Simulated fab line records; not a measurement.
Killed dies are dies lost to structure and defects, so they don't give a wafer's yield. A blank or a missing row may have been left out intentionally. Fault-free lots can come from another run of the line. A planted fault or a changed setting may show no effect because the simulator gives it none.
Which of the tools did it? | flow nand_harc | 6 lots with 18 wafers sampled at 3 steps, on a route of 1159 steps

== WHAT THE GAUGES READ, wafer by wafer ==
NHARC_A_ONON_D1_THK_MEAS_18: measures by ellipsometry.
lot  | measured     | on            | thk_nm (nm)
L593 | day 8 09:52  | film_metro-02 | 985 986 985
L596 | day 8 19:51  | film_metro-02 | 988 986 988
L598 | day 9 18:23  | film_metro-02 | 998 998 998
L601 | day 10 09:17 | film_metro-02 | 985 985 983
L612 | day 12 20:37 | film_metro-01 | 972 974 971
L614 | day 13 03:43 | film_metro-01 | 1001 1002 1001

== TOOL THAT RAN EACH LOT (tool first, then ch and the chambers of the sampled wafers, then the start) ==
lot  | NHARC_A_ZERO_WELL_RTA_16         | NHARC_A_ONON_D1_DEP_16
L593 | rtp_anneal-01 ch 0, day 7 02:30  | pecvd_onon-04 ch 0, day 8 09:25
L596 | rtp_anneal-01 ch 0, day 7 11:35  | pecvd_onon-02 ch 0, day 8 19:20
L598 | rtp_anneal-01 ch 0, day 8 08:50  | pecvd_onon-02 ch 0, day 9 17:53
L601 | rtp_anneal-02 ch 0, day 8 20:01  | pecvd_onon-02 ch 0, day 10 08:53
L612 | rtp_anneal-01 ch 0, day 11 11:19 | pecvd_onon-02 ch 0, day 12 20:06
L614 | rtp_anneal-01 ch 0, day 11 23:04 | pecvd_onon-02 ch 0, day 13 03:16
- NHARC_A_ZERO_WELL_RTA_16: time 10 s.
- NHARC_A_ONON_D1_DEP_16: target thk 1000 nm.

== THE ANSWER, worked out from the rows above alone ==
Rule: the lots themselves supply what counts as usual. The widest of any qualifying gaps counts: lots, ordered by their means at a reading, are off when they make up no more than a third of the lots, leave a main group of 4 or more, and stand apart from it by 3 or more times the standard deviation of that group's means. The tables above print the reading to a certain number of digits; a main group whose means all agree to those digits is not used. A lot without any number at a reading at which 4 lots or more have one is off too. Any other lot the step has rows for is counted as sound.
Across all readings shown, no lot is off: no conclusion can be drawn from this.

== WHAT THE SIMULATOR HAD PUT IN ==
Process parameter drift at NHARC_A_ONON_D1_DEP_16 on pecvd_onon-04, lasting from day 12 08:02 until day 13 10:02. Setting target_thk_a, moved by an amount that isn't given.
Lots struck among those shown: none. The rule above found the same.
